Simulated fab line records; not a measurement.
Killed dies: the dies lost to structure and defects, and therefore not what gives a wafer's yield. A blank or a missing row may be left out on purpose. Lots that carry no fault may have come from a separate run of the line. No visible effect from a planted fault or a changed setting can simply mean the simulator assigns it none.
fab line records    flow nand_harc    part 2 of 2: steps 5 to 6 of 6
record: lots: 21  wafers: 63  last_day: 34
route steps=1302 shown A_STAIRCASE@785
lots that met no fault: taken from a fault-free run of the same line
start_h: hours from the record's opening day to when the first of the lot's shown wafers began    wait_h: hours since the lot's step before    " repeats the value in the row above    L1.1+2: a row that stands for several wafers    - either no value or no given start    * or withheld: withheld    < > ~ a bound
route shown NAME@n: names a module that has steps shown in the file, with the first one's number in the route    usual: mean/standard deviation taken from wafers without a fault    same: alike in all rows    chamber/n: place in a boat    sites: each site's reading    _std_site: their standard deviation    _edge_site: mean of outer sites minus mean of inner sites    radius_mm: how far each site lies from the wafer's centre    mask NAME#n: copy n    behind: the tool/chamber that last shaped the wafer    hold: the reason the lot was held/the length of the hold in hours/how it ended    device: the transistor (n, p or np) that didn't switch    end of line: the route-end tests of the same wafers    a step with no rows: only its recipe    killed: at the first sort, the dies lost to defects and structure; wafer yield is something else    map: a wafer's dies, marking killed ones x, the rest . and places with no die _
set.NAME: the setting the step ran with; set.NAME@STEP: the setting that earlier step ran with    model.NAME: the simulator's own value behind a step, which no gauge read
route steps across a sampled set of lots; one table per step, one row per wafer
services: when a tool's chamber went out of use (start_h, in hours from the record's first day, below 0 if earlier), for how many hours, and the reason
== steps ==
step: NHARC_A_STAIRCASE_STRIP_476
recipe: time_s: 20  o2_flow_sccm: 500  ar_flow_sccm: 0  bias_w: 0  chemistry: O2
usual: drypump_motor_current_A: 5.71/0.28  oes_product_au: 1.000/0.01  rf_vpp_V: 57.7/0.78  showerhead_plenum_p_Torr: 3.51/0.16  throttle_valve_pct: 17.037/0.0097
lot.wafer  tool         chamber  start_h  wait_h  drypump_motor_current_A  oes_product_au  rf_hours_counter_h  rf_vpp_V  showerhead_plenum_p_Torr  throttle_valve_pct
L074.2     rie_diel-10  3        395.49   0.1     6.05                     1.012           48                  58.4      3.40                      17.025
L074.6     "            3        "        "       6.03                     1.012           -                   57.6      3.40                      17.033
L074.5     "            0        "        "       5.59                     1.012           -                   58.4      3.50                      17.033
L075.1     rie_diel-10  1        407.01   0.1     5.54                     0.993           52                  57.7      3.54                      17.036
L075.2     "            3        "        "       6.03                     1.016           52                  58.1      3.39                      17.026
L075.5     "            0        "        "       5.62                     1.005           -                   57.5      3.50                      17.068
L077.1     rie_diel-13  1        407.33   0.1     5.64                     0.989           18                  56.8      3.33                      17.041
L077.4     "            2        "        "       6.20                     1.003           18                  57.3      3.28                      17.016
L077.5     "            3        "        "       5.45                     0.982           -                   58.7      3.40                      17.020
L076.1     rie_diel-10  0        408.37   0.1     5.60                     1.001           58                  58.0      3.50                      17.036
L076.3     "            1        "        "       5.50                     0.997           52                  56.5      3.54                      17.023
L076.4     "            2        "        "       5.33                     1.005           48                  56.2      3.26                      17.040
L078.2     rie_diel-11  2        434.83   0.1     5.99                     0.990           46                  57.6      3.42                      17.044
L078.1     "            1        "        "       5.48                     1.001           52                  58.8      3.57                      17.035
L078.5     "            3        "        "       5.90                     0.994           -                   58.0      3.47                      17.045
L079.2     rie_diel-11  3        446.44   0.1     5.89                     1.006           1                   57.3      3.47                      17.029
L079.6     "            0        "        "       6.23                     0.989           -                   58.3      3.81                      17.032
L079.5     "            1        "        "       5.48                     0.990           -                   58.7      3.57                      17.040
L080.2     rie_diel-11  0        458.10   0.1     6.20                     0.987           7                   59.1      3.80                      17.045
L080.1     "            1        "        "       5.50                     1.003           5                   57.4      3.57                      17.022
L080.5     "            1        "        "       5.48                     0.994           -                   57.3      3.57                      17.033
L081.2     rie_diel-10  1        470.32   0.1     5.58                     0.997           15                  57.9      3.52                      17.033
L081.1     "            2        "        "       5.36                     1.010           16                  58.4      3.80                      17.024
L081.4     "            3        "        "       6.04                     0.999           17                  56.6      3.38                      17.018
L083.2     rie_diel-10  1        485.36   0.1     5.56                     1.007           19                  58.4      3.52                      17.039
L083.6     "            0        "        "       5.62                     1.019           -                   59.0      3.49                      17.032
L083.5     "            1        "        "       5.55                     1.006           -                   57.3      3.52                      17.049
L082.3     rie_diel-10  0        486.34   0.1     5.61                     1.016           15                  56.5      3.49                      17.051
L082.2     "            1        "        "       5.59                     1.001           19                  57.3      3.52                      17.038
L082.5     "            2        "        "       5.38                     1.002           -                   59.1      3.80                      17.040
L084.3     rie_diel-10  2        492.19   0.1     5.34                     1.013           21                  58.0      3.80                      17.040
L084.1     "            3        "        "       6.04                     1.005           22                  56.7      3.38                      17.034
L084.5     "            2        "        "       5.34                     1.008           -                   57.8      3.80                      17.030
L085.2     rie_diel-10  1        503.64   0.1     5.51                     0.999           22                  60.1      3.52                      17.039
L085.1     "            2        "        "       5.32                     1.015           24                  58.3      3.79                      17.032
L085.6     "            1        "        "       5.52                     0.997           -                   57.1      3.52                      17.048
L088.1     rie_diel-10  3        531.47   0.3     6.04                     1.006           37                  58.1      3.37                      17.036
L088.3     "            1        "        "       5.58                     1.002           34                  56.8      3.51                      17.033
L088.6     "            2        "        "       5.36                     1.002           -                   58.1      3.79                      17.039
L089.3     rie_diel-10  2        531.77   0.3     5.30                     0.995           36                  57.3      3.79                      17.039
L089.6     "            0        "        "       5.60                     1.006           -                   58.3      3.48                      17.043
L089.5     "            1        "        "       5.54                     0.994           -                   58.5      3.51                      17.028
L087.3     rie_diel-10  2        536.31   0.1     5.31                     1.006           38                  58.6      3.79                      17.041
L087.1     "            3        "        "       6.06                     1.020           39                  57.4      3.37                      17.034
L087.5     "            0        "        "       5.59                     1.007           -                   57.2      3.48                      17.052
L091.1     rie_diel-13  1        560.50   0.1     5.65                     0.987           14                  55.8      3.31                      17.034
L091.3     "            0        "        "       5.74                     1.006           13                  57.3      3.46                      17.036
L091.6     "            2        "        "       6.19                     1.012           -                   58.6      3.80                      17.039
L090.3     rie_diel-11  2        564.21   0.1     5.96                     0.999           34                  56.4      3.41                      17.037
L090.1     "            1        "        "       5.46                     0.996           24                  57.2      3.56                      17.033
L090.5     "            3        "        "       5.87                     0.998           -                   56.5      3.44                      17.028
L092.3     rie_diel-13  2        573.74   0.1     6.18                     1.015           17                  57.5      3.80                      17.032
L092.4     "            3        "        "       5.46                     0.993           18                  58.7      3.37                      17.022
L092.6     "            2        "        "       6.19                     1.000           -                   57.9      3.80                      17.036
L094.4     rie_diel-11  2        601.07   0.1     5.92                     0.988           46                  57.6      3.40                      17.023
L094.1     "            3        "        "       5.91                     0.984           49                  56.8      3.44                      17.030
L094.3     "            0        "        "       6.22                     0.983           50                  57.7      3.78                      17.038
L095.1     rie_diel-13  0        603.31   0.2     5.73                     1.004           29                  58.3      3.45                      17.041
L095.4     "            2        "        "       6.21                     1.003           25                  58.0      3.79                      17.040
L095.5     "            3        "        "       5.44                     0.984           -                   57.8      3.37                      17.051
L097.2     rie_diel-13  1        626.62   0.1     5.65                     0.977           38                  57.4      3.30                      17.017
L097.4     "            2        "        "       6.19                     1.005           34                  57.9      3.79                      17.034
L097.5     "            1        "        "       5.64                     0.963           -                   58.0      3.30                      17.041
step: NHARC_A_STAIRCASE_CMP_152
usual: motor_current_A: 11.6/1.3  slurry_flow_ml_min: 150.0/0.47
lot.wafer  tool    chamber  start_h  wait_h  motor_current_A  slurry_flow_ml_min
L074.2     cmp-03  3        444.37   0.1     12.7             150.0
L074.6     "       2        "        "       11.3             150.0
L074.5     "       3        "        "       11.8             150.7
L077.1     cmp-01  1        454.97   0.1     12.3             149.6
L077.4     "       2        "        "       12.5             149.9
L077.5     "       1        "        "       12.5             149.9
L076.3     cmp-03  3        455.15   0.1     11.8             149.9
L076.4     "       1        "        "       9.9              149.4
L076.1     "       2        "        "       11.0             149.4
L075.2     cmp-02  0        455.43   0.1     12.3             149.8
L075.1     "       2        "        "       12.0             149.6
L075.5     "       3        "        "       10.9             149.4
L078.2     cmp-02  1        475.15   0.1     14.1             150.7
L078.1     "       3        "        "       11.1             149.9
L078.5     "       0        "        "       12.0             149.6
L079.2     cmp-02  2        487.01   0.1     12.0             150.5
L079.5     "       2        "        "       12.4             150.2
L079.6     "       3        "        "       10.9             150.1
L080.2     cmp-01  0        507.10   0.1     10.0             149.8
L080.1     "       2        "        "       12.9             149.6
L080.5     "       0        "        "       9.7              149.5
L081.4     cmp-03  0        519.72   0.1     12.0             150.0
L081.2     "       1        "        "       9.5              149.3
L081.1     "       2        "        "       11.4             149.6
L084.1     cmp-01  2        533.35   0.1     11.9             148.9
L084.3     "       0        "        "       10.0             150.5
L084.5     "       3        "        "       10.6             150.8
L082.3     cmp-02  3        533.71   0.1     11.1             149.5
L082.2     "       1        "        "       14.4             149.4
L082.5     "       3        "        "       10.9             149.6
L083.2     cmp-03  0        534.13   0.1     11.7             149.8
L083.5     "       1        "        "       9.9              150.2
L083.6     "       2        "        "       11.7             151.2
L085.1     cmp-02  3        544.61   0.1     11.5             150.2
L085.2     "       0        "        "       12.4             150.2
L085.6     "       2        "        "       11.7             150.5
L089.3     cmp-03  1        571.75   0.1     9.6              150.4
L089.6     "       0        "        "       11.6             150.2
L089.5     "       1        "        "       9.2              149.6
L088.3     cmp-02  1        571.96   0.1     13.5             150.8
L088.1     "       3        "        "       11.4             150.0
L088.6     "       0        "        "       12.5             150.0
L087.3     cmp-03  1        579.54   0.1     9.4              149.8
L087.1     "       0        "        "       11.2             149.9
L087.5     "       2        "        "       11.4             149.6
L090.1     cmp-03  3        609.29   0.1     11.5             150.1
L090.3     "       0        "        "       11.5             149.5
L090.5     "       3        "        "       11.6             149.5
L091.3     cmp-01  2        609.92   0.1     11.7             149.1
L091.1     "       3        "        "       10.7             149.8
L091.6     "       0        "        "       9.9              150.0
L092.4     cmp-01  2        628.83   0.1     11.6             149.6
L092.3     "       3        "        "       10.3             150.0
L092.6     "       0        "        "       9.6              150.5
L095.4     cmp-03  2        644.70   0.1     11.4             149.5
L095.1     "       0        "        "       11.6             150.4
L095.5     "       3        "        "       11.8             150.2
L094.1     cmp-02  0        645.05   0.1     11.3             149.7
L094.3     "       2        "        "       12.6             150.5
L094.4     "       3        "        "       11.0             150.0
L097.4     cmp-02  1        672.27   0.1     14.6             149.3
L097.2     "       3        "        "       11.4             150.2
L097.5     "       1        "        "       14.3             149.7
== services ==
tool         chamber  start_h  hours  kind
cmp-03       -        358.00   4.0    pm
rie_diel-10  3        360.61   7.2    repair
cmp-02       -        383.78   12.7   repair
rie_diel-10  -        420.98   9.0    pm
rie_diel-13  0        428.43   10.0   repair
cmp-02       -        428.50   4.0    pm
cmp-03       -        430.93   0.6    repair
rie_diel-11  -        435.73   9.0    pm
rie_diel-10  1        447.44   2.5    repair
cmp-02       -        447.59   0.4    repair
cmp-03       -        456.00   4.0    pm
cmp-02       -        457.12   1.4    repair
rie_diel-13  1        490.52   16.3   repair
rie_diel-11  1        513.47   17.3   repair
rie_diel-13  -        519.02   9.0    pm
rie_diel-13  1        533.64   5.1    repair
rie_diel-10  -        552.61   1.2    repair
rie_diel-10  -        597.98   9.0    pm
rie_diel-11  -        612.78   9.0    pm
rie_diel-11  0        642.34   14.4   repair
rie_diel-10  1        655.03   5.8    repair
rie_diel-13  1        657.94   4.5    repair
rie_diel-10  2        658.19   6.1    repair
rie_diel-11  0        668.04   4.4    repair
